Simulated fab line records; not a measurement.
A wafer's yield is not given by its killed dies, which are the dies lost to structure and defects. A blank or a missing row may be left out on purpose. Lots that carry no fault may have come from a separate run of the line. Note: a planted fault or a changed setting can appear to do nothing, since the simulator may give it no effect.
Struck lot and sound lot, side by side | flow nandHarc | 16 steps out of a route of 1302
Sound: the wafers L583.1, L583.2, L583.5. Struck: wafer L593.4 (left out: L593.6, a lot-mate that was not struck); the cause follows at the end.
Each step with rows lists, per side, the tool, then ch with its chambers, then its first start. Under that, the readings that differ: sound wafers | struck wafers | difference of the means | sigmas: that difference in standard deviations of wafers without a fault.
alike: readings whose means differ by less than 2 such deviations, and words and numbers that are the same on both sides. not compared: withheld readings, readings that some wafer has no value for, bounds like >300 that may hide the same value, and numbers for which the record gives no deviation and whose values overlap.
Wherever a step has rows on one side only, a row that says differs or no value, or a row with sigmas, the two part there. Numbers that have no deviation but don't overlap get no sigmas and don't part them. A reading missing from all wafers of one side parts the sides only when that side holds two or more wafers.

first, 1 step without rows for these wafers: NHARC_A_DECK1_JOINT_SRD_15.
NHARC_A_DECK1_JOINT_DEP_16: deposits SiO2, target thk 45 nm.
  sound on pecvd-04 ch 0,2, day 15 01:35; struck on pecvd-02 ch 2, day 19 03:11
reading              | sound          | struck | difference | sigmas
throttleValvePct (%) | 15.7 16.5 16.5 | 15.3   | -0.9       | -2
  alike: heaterPowerW
NHARC_A_DECK1_JOINT_THK_MEAS_17: measures by ellipsometry.
  sound on filmMetro-01, day 15 01:58; struck on filmMetro-01, day 19 03:20
  alike: thkNm
NHARC_A_DECK1_JOINT_INSPECT_05:
  sound on defectInspect-02, day 15 01:59; struck on defectInspect-01, day 19 03:23
  alike: rawDefectCount
next comes 1 step that has no rows for these wafers: NHARC_A_ONON_D2_DEP_00 (target thickness 1000 nm).
NHARC_A_ONON_D2_THK_MEAS_02: measures by ellipsometry.
  sound on filmMetro-02, day 15 02:35; struck on filmMetro-02, day 19 03:58
  alike: thkNm
next comes 1 step that has no rows for these wafers: NHARC_A_ONON_D2_DEP_03 (target thickness 1000 nm).
NHARC_A_ONON_D2_THK_MEAS_05: measures by ellipsometry.
  sound on filmMetro-01, day 15 03:10; struck on filmMetro-02, day 19 04:31
  alike: thkNm
next comes 1 step that has no rows for these wafers: NHARC_A_ONON_D2_DEP_06 (target thickness 1000 nm).
NHARC_A_ONON_D2_THK_MEAS_08: measures by ellipsometry.
  sound on filmMetro-01, day 15 03:46; struck on filmMetro-02, day 19 05:05
  alike: thkNm
next comes 1 step that has no rows for these wafers: NHARC_A_ONON_D2_DEP_09 (target thickness 1000 nm).
NHARC_A_ONON_D2_THK_MEAS_11: measures by ellipsometry.
  sound on filmMetro-01, day 15 04:20; struck on filmMetro-01, day 19 05:40
  alike: thkNm
NHARC_A_ONON_D2_DEP_12: target thk 1000 nm.
  sound on pecvdOnon-04 ch 0, day 15 04:23; struck on pecvdOnon-04 ch 0, day 19 05:53
  alike: n2FlowSccm
NHARC_A_ONON_D2_THK_MEAS_14: measures by ellipsometry.
  sound on filmMetro-01, day 15 04:54; struck on filmMetro-02, day 19 06:13
reading    | sound       | struck | difference | sigmas
thkNm (nm) | 996 994 997 | 1572   | +576       | +72
then, 1 step without rows for these wafers: NHARC_A_ONON_D2_ANNEAL_15 (time 3600 s).
NHARC_END_SORT_01:
  the record has rows for the sound wafers here (prober-01 ch 0, day 27 15:25) and none for the struck ones

== WHERE THEY PART ==
Last at NHARC_END_SORT_01 as far as this record goes, first at NHARC_A_DECK1_JOINT_DEP_16.

WHY: what the simulator had put in
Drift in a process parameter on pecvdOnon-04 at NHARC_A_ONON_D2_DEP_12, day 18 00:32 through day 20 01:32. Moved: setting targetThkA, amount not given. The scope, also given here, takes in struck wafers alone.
